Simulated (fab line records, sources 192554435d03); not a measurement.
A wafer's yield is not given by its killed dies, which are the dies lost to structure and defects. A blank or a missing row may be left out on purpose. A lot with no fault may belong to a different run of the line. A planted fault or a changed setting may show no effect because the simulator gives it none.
Chamber matching / flow n5 finfet / N5_STI_FIN_REVEAL_ALD_00 on ald sin-02 has 4 sister chambers
The step deposits SiO2, target thk 1 nm, pulse time 1 s. 4 wafers are shown with their chamber, then 10 later ones without.

## EACH WAFER AND ITS CHAMBER
wafer=L090.1; chamber=2; heater power w (W)=468
wafer=L090.6; chamber=3; heater power w (W)=506
wafer=L092.2; chamber=1; heater power w (W)=476
wafer=L092.4; chamber=0; heater power w (W)=464

## WAFERS WITH NO CHAMBER GIVEN
wafer=L092.6; heater power w (W)=514
wafer=L093.1; heater power w (W)=517
wafer=L093.5; heater power w (W)=508
wafer=L093.6; heater power w (W)=446
wafer=L095.1; heater power w (W)=484
wafer=L095.2; heater power w (W)=514
wafer=L095.4; heater power w (W)=469
wafer=L097.2; heater power w (W)=517
wafer=L097.3; heater power w (W)=466
wafer=L097.6; heater power w (W)=485

## WHICH CHAMBER EACH WENT THROUGH
wafer=L092.6; from the rows above=3; in truth=3
wafer=L093.1; from the rows above=3; in truth=3
wafer=L093.5; from the rows above=3; in truth=3
wafer=L093.6; from the rows above=can't be placed: 0 or 2 or 1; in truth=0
wafer=L095.1; from the rows above=can't be placed: 1 or 2 or 0 or 3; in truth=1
wafer=L095.2; from the rows above=3; in truth=3
wafer=L095.4; from the rows above=can't be placed: 2 or 0 or 1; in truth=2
wafer=L097.2; from the rows above=3; in truth=3
wafer=L097.3; from the rows above=can't be placed: 0 or 2 or 1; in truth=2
wafer=L097.6; from the rows above=can't be placed: 1 or 2 or 0 or 3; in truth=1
Correct placement for 5 of the 10. These rows do not allow placing 5 (true chamber among the candidates in 5). Wrongly placed: 0.
How it was worked out, from the rows above alone: a wafer's distance from a chamber is the root of the sum, over the readings, of the square of ((its reading less the chamber's mean) divided by the reading's scatter). The wafer belongs to the nearest chamber; if the next one is less than 2 further off, it can't be placed. For every chamber, the mean is computed from those of its wafers that are shown. The scatter: root of mean squared gap, hidden wafer to nearest shown wafer, with one shown wafer a chamber.
